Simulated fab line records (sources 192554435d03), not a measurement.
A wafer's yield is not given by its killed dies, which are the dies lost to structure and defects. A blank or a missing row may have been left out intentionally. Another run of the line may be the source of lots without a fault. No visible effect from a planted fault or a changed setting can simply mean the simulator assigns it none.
Chamber matching -- flow n5Finfet -- N5_GATE_CUT_ETCH_58 on rieDiel-06 has 4 sister chambers
The step etches SiNx in CH3F/O2, target depth 17 nm, time 128.6 s. 18 wafers are shown with their chamber, then 9 later ones without.

WAFERS, EACH WITH ITS CHAMBER
wafer,chamber,showerheadPlenumPTorr (Torr),drypumpMotorCurrentA (A),throttleValvePct (%)
L075.3,2,1.98,5.5,16.28
L075.4,3,2.02,5.9,16.16
L075.5,2,1.98,5.5,16.31
L076.1,3,2.02,5.9,16.16
L076.2,0,2.07,5.9,16.56
L076.5,2,1.98,5.5,16.30
L078.2,2,1.98,5.5,16.29
L078.5,2,1.98,5.5,16.33
L078.6,1,2.06,6.7,16.43
L079.2,0,2.06,5.9,16.08
L079.3,3,2.01,6.0,16.17
L079.4,3,2.01,5.9,16.14
L080.1,3,2.01,6.0,16.16
L080.2,1,2.06,6.8,16.44
L080.6,1,2.06,6.7,16.47
L081.2,3,2.01,5.9,16.18
L081.3,0,2.06,5.9,16.10
L081.4,2,1.98,5.4,15.82

SIGNATURES, as means of the wafers listed above
reading,chamber 0,chamber 1,chamber 2,chamber 3,scatter within a chamber
showerheadPlenumPTorr,2.0633,2.0600,1.9800,2.0133,0.00378
drypumpMotorCurrentA,5.900,6.733,5.483,5.933,0.045
throttleValvePct,16.2467,16.4467,16.2217,16.1617,0.157
Rule: a wafer lies at a distance from a chamber equal to the root of the sum of squares, over the readings, of (its reading less the chamber's mean, divided by the reading's scatter). The wafer belongs to the nearest chamber; if the next one is less than 2 further off, it can't be placed. The scatter is the square root of a quotient: the sum, over the shown wafers, of each reading's squared deviation from its chamber's mean, divided by wafers minus chambers.

WAFERS WITH NO CHAMBER GIVEN
wafer,showerheadPlenumPTorr (Torr),drypumpMotorCurrentA (A),throttleValvePct (%)
L084.1,2.06,5.9,16.10
L084.3,2.01,6.0,16.17
L084.5,2.05,6.8,16.45
L092.3,1.97,5.5,15.84
L092.5,2.05,6.8,16.48
L092.6,1.97,5.5,15.85
L097.1,2.05,5.9,16.15
L097.4,1.97,5.5,15.87
L097.6,2.05,5.9,16.14

WHICH CHAMBER EACH WENT THROUGH
wafer,from the rows above,in truth
L084.1,0,0
L084.3,3,3
L084.5,1,1
L092.3,2,2
L092.5,1,1
L092.6,2,2
L097.1,0,0
L097.4,2,2
L097.6,0,0
Correctly placed: 9 of 9. Number that these rows cannot place: 0. Wrongly placed: 0.
